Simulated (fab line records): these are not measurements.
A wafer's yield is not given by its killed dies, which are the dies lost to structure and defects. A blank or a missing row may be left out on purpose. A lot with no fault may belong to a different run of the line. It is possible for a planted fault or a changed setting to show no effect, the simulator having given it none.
Split-lot study | flow n5Finfet | 21 wafers read from 7 lots, route of 1938 steps

ABOUT THE SPLIT
At N5_BEOL_M7_VIA_ETCH_34 (etches SiCOH lowk in C4F6/O2, target depth 125.5 nm, time 50.5 s), the setting sourceW was moved away from the recipe's 345 W on 10 of the 21 wafers read, by -13.5% to -9.7%. This setting was run at the recipe's value on the other wafers.

The reading is taken at the split's own step.

THE READING
rfVppV, in V, at N5_BEOL_M7_VIA_ETCH_34 (etches SiCOH lowk in C4F6/O2, target depth 125.5 nm, time 50.5 s). On this fab line, fault-free wafers typically give 666 V with a standard deviation of 4.5 V.

wafer  | tool, chamber at the split | sourceW as run, W | against the recipe | rfVppV, V | against lot-mates on the recipe
L075.1 | rieDiel-04, 2              | 345               | recipe             | 664       | -
L075.4 | rieDiel-04, 0              | 298.3             | -13.5%             | 721       | +57
L075.6 | rieDiel-04, 0              | 298.3             | -13.5%             | 721       | +57
L079.1 | rieDiel-05, 2              | 306.9             | -11.0%             | 713       | +52
L079.2 | rieDiel-05, 1              | 345               | recipe             | 661       | -
L079.5 | rieDiel-05, 3              | 306.9             | -11.0%             | 714       | +53
L084.3 | rieDiel-03, 3              | 345               | recipe             | 675       | -
L084.4 | rieDiel-03, 1              | 345               | recipe             | 663       | -
L084.6 | rieDiel-03, 1              | 345               | recipe             | 665       | -
L085.2 | rieDiel-04, 2              | 308.1             | -10.7%             | 705       | +40
L085.5 | rieDiel-04, 3              | 308.1             | -10.7%             | 700       | +35
L085.6 | rieDiel-04, 2              | 345               | recipe             | 665       | -
L086.2 | rieDiel-04, 1              | 301.8             | -12.5%             | 712       | +45
L086.3 | rieDiel-04, 2              | 301.8             | -12.5%             | 712       | +45
L086.5 | rieDiel-04, 1              | 345               | recipe             | 667       | -
L088.2 | rieDiel-03, 3              | 311.5             | -9.7%              | 711       | +50
L088.3 | rieDiel-03, 0              | 311.5             | -9.7%              | 700       | +39
L088.4 | rieDiel-03, 2              | 345               | recipe             | 661       | -
L090.2 | rieDiel-05, 1              | 345               | recipe             | 662       | -
L090.4 | rieDiel-05, 3              | 345               | recipe             | 669       | -
L090.6 | rieDiel-05, 1              | 345               | recipe             | 662       | -

FIT RESULTS
A straight line over all 21 wafers: rfVppV changes by -4 V for each +1% of sourceW; r = -0.98; the points scatter about the line by 4.4 V.
The same after taking each lot's own level away (the mean of its wafers on the recipe; 21 wafers): -4.08 V for each +1%; r = -0.98; scatter 5.1 V.
According to that fit, moving sourceW by its largest amount changes the reading by 55 V.
The span of the lots' own levels, 661.0 to 667.7 V, comes to 1.5 times the standard deviation stated above.
The two slopes are in agreement: the lot-to-lot level therefore moves the slope only a little.
Check: for one of the wafers moved furthest among these (-13.5%), held out of the fit, the line's prediction against its lot-mates is +55.2 V. It came out at +57 V against them.
Tool readings at the split's step, against how far the setting was moved: rfVppV r = -0.98.

FURTHER SPLITS ON THESE WAFERS
Other splits were also applied to these wafers ahead of the reading. Each is held against what the fit with the lots' levels taken away leaves over:
other split on the same wafers  | wafers away from the commonest value | r with rfVppV (lot level and that fit taken away)
N5_BEOL_M5_VIA_ETCH_34 biasW    | 8                                    | +0.03
N5_BEOL_M5_TRENCH_ETCH_37 biasW | 7                                    | -0.65
N5_BEOL_M7_COAT_05 spinRpm      | 6                                    | -0.19
N5_BEOL_M7_EXPOSE_25 doseMj     | 10                                   | -0.20

THE WHOLE CHAIN: every reading that the file lists as answering this split, in the file's order
step                   | what it does                                                     | reading                                                       | change (the file's fit)               | r (the file's)
N5_BEOL_M7_VIA_ETCH_34 | etches SiCOH lowk in C4F6/O2, target depth 125.5 nm, time 50.5 s | rfVppV                                                        | -4.07 V for each +1% of the setting   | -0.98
N5_BEOL_M7_VIA_ETCH_34 | etches SiCOH lowk in C4F6/O2, target depth 125.5 nm, time 50.5 s | etch.depthNm (the simulator's own value, which no gauge read) | +0.505 nm for each +1% of the setting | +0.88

FILE'S OWN FIT
rfVppV changes by -4.07 V for each +1% of sourceW, r = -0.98.
